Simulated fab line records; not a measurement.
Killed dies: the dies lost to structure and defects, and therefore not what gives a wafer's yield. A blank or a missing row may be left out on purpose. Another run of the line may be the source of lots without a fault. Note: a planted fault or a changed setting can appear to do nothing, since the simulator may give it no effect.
One fault seen from 2 desks -- flow nand_harc -- each desk holds nothing but its own numbers, with what lay behind them at the end

THE TOOL OWNER'S DESK: pecvd-04
The tool's own readings at NHARC_THIN_TSV_DEP_47 (deposits SiO2, target thk 200 nm): means of the sampled wafers that have a number, for each lot that ran on this tool. The brackets show how far a lot's mean lies from the usual mean; more than 4 standard deviations puts the lot out of limits, marked OUT.
Columns: A = flow_sccm at NHARC_THIN_TSV_DEP_47, usual 2649 sccm; B = mfc_precursor_sccm at NHARC_THIN_TSV_DEP_47, usual 161.4 sccm; C = throttle_valve_pct at NHARC_THIN_TSV_DEP_47, usual 16.0 %
lot,first seen here,A,B,C
L217,day 19 19:43,2645,161.3,16.6
L226,day 22 00:09,2642,161.8,16.3
L227,day 22 17:50,2646,162.0,16.4
L230,day 23 06:31,2656,161.6,16.6
Result from this desk: across the 4 lots, nothing is out of limits.

METROLOGY DESK
Means of the sampled wafers that have a number, per lot and without regard to the tool the lot ran on: this is what the gauges read. The brackets show how far a lot's mean lies from the usual mean; more than 4 standard deviations puts the lot out of limits, marked OUT.
Columns: A = thk_nm at NHARC_A_BONDPAD_THK_MEAS_30, usual 200.0 nm
lot,first seen here,A
L212,day 18 00:55,199.9
L216,day 18 09:35,200.0
L215,day 18 21:18,201.4
L217,day 19 02:07,201.1
L221,day 20 08:01,200.5
L220,day 20 08:28,199.6
L224,day 20 13:19,200.6
L226,day 21 02:52,200.5
L227,day 22 01:04,199.6
L230,day 22 11:44,200.3
L232,day 24 04:12,199.3
L233,day 24 11:50,200.8
Result from this desk: across the 12 lots, nothing is out of limits.

ALL TOGETHER
Nothing out of limits was seen by the tool owner's desk.
At the metrology desk, nothing out of limits was observed.

WHAT THE SIMULATOR PUT IN
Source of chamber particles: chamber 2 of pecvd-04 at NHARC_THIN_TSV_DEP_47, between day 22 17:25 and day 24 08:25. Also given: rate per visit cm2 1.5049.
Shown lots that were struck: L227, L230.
